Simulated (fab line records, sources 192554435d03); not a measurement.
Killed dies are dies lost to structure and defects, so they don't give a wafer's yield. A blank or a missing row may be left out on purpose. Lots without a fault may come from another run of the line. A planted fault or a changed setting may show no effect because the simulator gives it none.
A struck lot beside a sound one | flow n5_finfet | 39 steps out of a route of 1938
Sound: wafers L599.1, L599.3, L599.4. Struck: wafers L593.3, L593.5, L593.6. The cause comes at the end.
At each step with rows: each side's tool, then ch and its chambers, then its first start. Under that, the readings that differ: sound wafers | struck wafers | difference of the means | sigmas: that difference in standard deviations of wafers without a fault.
alike: readings whose means differ by less than 2 such deviations, and words and numbers that are the same on both sides. not compared: withheld readings, readings that some wafer has no value for, bounds like >300 that may hide the same value, and numbers for which the record gives no deviation and whose values overlap.
The two part at a step that has a row with sigmas, a row that says differs or no value, or rows on one side only. Numbers that don't overlap but have no deviation are shown without sigmas and don't part them. A reading that every wafer of one side lacks parts them only if that side has two wafers or more.

first, 9 steps without rows for these wafers: N5_BEOL_M4_ANNEAL_95 (time 240 s); N5_BEOL_M4_SPUTTER_96 (material Cu, target thk 4.5 nm, time 8.29 s); N5_BEOL_M4_ECD_50 (material Cu, target thk 300 nm); N5_BEOL_M4_ANNEAL_51 (time 90 s); N5_BEOL_M4_CMP_52 (polishes, stops on SiOC, t overpolish 6.8 s, target thk 40 nm); N5_BEOL_M4_PRE_CLEAN_60 (time 15 s); N5_BEOL_M4_CO_CAP_55 (material Co, precursor CCTBA/H2, target thk 2 nm, time 102.1 s); N5_BEOL_M4_PRE_CLEAN_56 (time 15 s); N5_BEOL_M4_DEP_57 (deposits SiCN from 3MS/NH3, target thk 8 nm, time 14 s).
N5_BEOL_M4_RC_MEAS_101:
  sound on prober-02 ch 0, day 12 15:07; struck on prober-01 ch 0, day 11 01:11
  alike: DIBL_N, DIBL_P, IOFF_N, IOFF_P, ION_N, ION_P, SS_N, SS_P, VT_N, VT_P
then, 24 steps without rows for these wafers: N5_BEOL_M5_ILD_DEP_00 (deposits SiCOH lowk from DEMS/porogen, target thk 140.64 nm, time 25.9 s); N5_BEOL_M5_CURE_79 (cures SiCOH lowk, time 240 s); N5_BEOL_M5_PECVD_70 (deposits SiO2 from TEOS/O2, target thk 16 nm, time 18 s); N5_BEOL_M5_HM_DEP_02 (deposits TiN, target thk 20 nm); N5_BEOL_M5_COAT_59 (time 60 s, resist thk 60 nm); N5_BEOL_M5_COAT_60 (time 60 s, resist thk 12 nm); N5_BEOL_M5_COAT_71 (time 60 s, resist thk 5 nm); N5_BEOL_M5_COAT_05 (resist thk 30 nm); N5_BEOL_M5_EBR_07; N5_BEOL_M5_SOFTBAKE_06 (time 60 s); N5_BEOL_M5_EXPOSE_08 (exposes mask M5, target cd 28 nm); N5_BEOL_M5_PEB_09 (peb time 60 s); N5_BEOL_M5_DEVELOP_10 (develop time 30 s); N5_BEOL_M5_DESCUM_16 (chemistry O2, time 7 s); N5_BEOL_M5_ETCH_72 (etches underlayer in N2/H2, target depth 6.5 nm, time 5.2 s); N5_BEOL_M5_ETCH_61 (etches SiARC in CF4, target depth 15.6 nm, time 26 s); N5_BEOL_M5_ETCH_62 (etches SOC in N2/H2, target depth 75 nm, overetch 15 nm, time 112.5 s); N5_BEOL_M5_STRIP_63 (strips in N2/H2); N5_BEOL_M5_STRIP_73 (strips in N2/H2); N5_BEOL_M5_STRIP_64 (strips in CF4); N5_BEOL_M5_HM_OPEN_17 (chemistry Cl2/BCl3, target TiN, target depth 20 nm, overetch 6 nm); N5_BEOL_M5_STRIP_19 (strips in O2); N5_BEOL_M5_COAT_65 (time 60 s, resist thk 60 nm); N5_BEOL_M5_COAT_66 (time 60 s, resist thk 12 nm).
-- the record jumps here: 3 days lie between the struck wafers' starts before and after (it left off in module BEOL_M5 and takes up again in module BEOL_M10, whose first step shown is number 1530 of the route) --
N5_BEOL_M10_CMP_52: polishes, stops on SiCOH lowk, t overpolish 7 s, target thk 140 nm.
  sound on cmp-01 ch 1,2,3, day 14 19:44; struck on cmp-01 ch 0,2,3, day 13 17:49
  no value came back on the struck wafers for any of 7 readings (barrier_field_endpoint_s (s), clearing_platen_down_force_psi (psi) and others); on the sound wafers barrier_field_endpoint_s (s) reads 28.0 29.3 27.5
  reading                                     | sound             | struck          | difference | sigmas
  model.Cu_of_BEOL_M10_ECD_50.thk_nm (nm)     | 138.4 141.4 135.2 | 319.4 315 318.4 | +179.3     |
  model.SiO2_of_BEOL_M10_PECVD_70.thk_nm (nm) | 0 0 0             | 19.6 20 20      | +19.9      |
N5_BEOL_M10_THK_MEAS_53: measures by xrf.
  sound on film_metro-01, day 14 20:02; struck on film_metro-02, day 13 18:00
  reading      | sound             | struck            | difference | sigmas
  M10_THK (nm) | 137.1 141.1 134.0 | 312.6 307.0 311.4 | +172.9     | +75
N5_BEOL_M10_RS_MEAS_57: measures by four-point-probe.
  sound on film_metro-01, day 14 20:10; struck on film_metro-02, day 13 18:08
  reading         | sound                | struck               | difference | sigmas
  M10_RS (ohm/sq) | 0.1530 0.1493 0.1570 | 0.0601 0.0608 0.0603 | -0.0927    | -34
N5_BEOL_M10_INSPECT_58: inspects for defects (darkfield).
  sound on defect_inspect-01, day 14 20:11; struck on defect_inspect-01, day 13 18:10
  reading          | sound    | struck         | difference | sigmas
  raw_defect_count | 98 93 83 | 2349 2420 2335 | +2277      | +99 or more
-- the record jumps here: 2 days lie between the struck wafers' starts before and after (it left off in module BEOL_M10 and takes up again in module PASSIVATION, whose first step shown is number 1936 of the route) --
N5_PASSIVATION_PROBE_49:
  sound on prober-01, day 17 02:43; struck on prober-02, day 16 01:24
  reading                  | sound     | struck         | difference | sigmas
  defect_limited_yield (%) | 92.9 92.4 | 0 0 0          | -93        | -62
  killed_at_M4_up          | 18 9      | 1099 1103 1129 | +1097      | +99 or more
  killed_dies              | 84 90     | 1180 1180 1180 | +1093      | +64
  killed_on_rim            | 12 7      | 152 152 152    | +142       | +36
  sort_n_pass              | 1096 1090 | 0 0 0          | -1093      | -64
  sort_yield_pct (%)       | 92.9 92.4 | 0 0 0          | -93        | -66
  alike: killed_at_M0_to_M3, killed_at_contacts, killed_at_front_end, killed_at_other, killed_open, killed_short, sort_bin_5_function, sort_bin_6_memory, sort_bin_8_speed

WHERE THEY PART
First at N5_BEOL_M10_CMP_52; last, within this record, at N5_PASSIVATION_PROBE_49.

WHY: what the simulator had put in
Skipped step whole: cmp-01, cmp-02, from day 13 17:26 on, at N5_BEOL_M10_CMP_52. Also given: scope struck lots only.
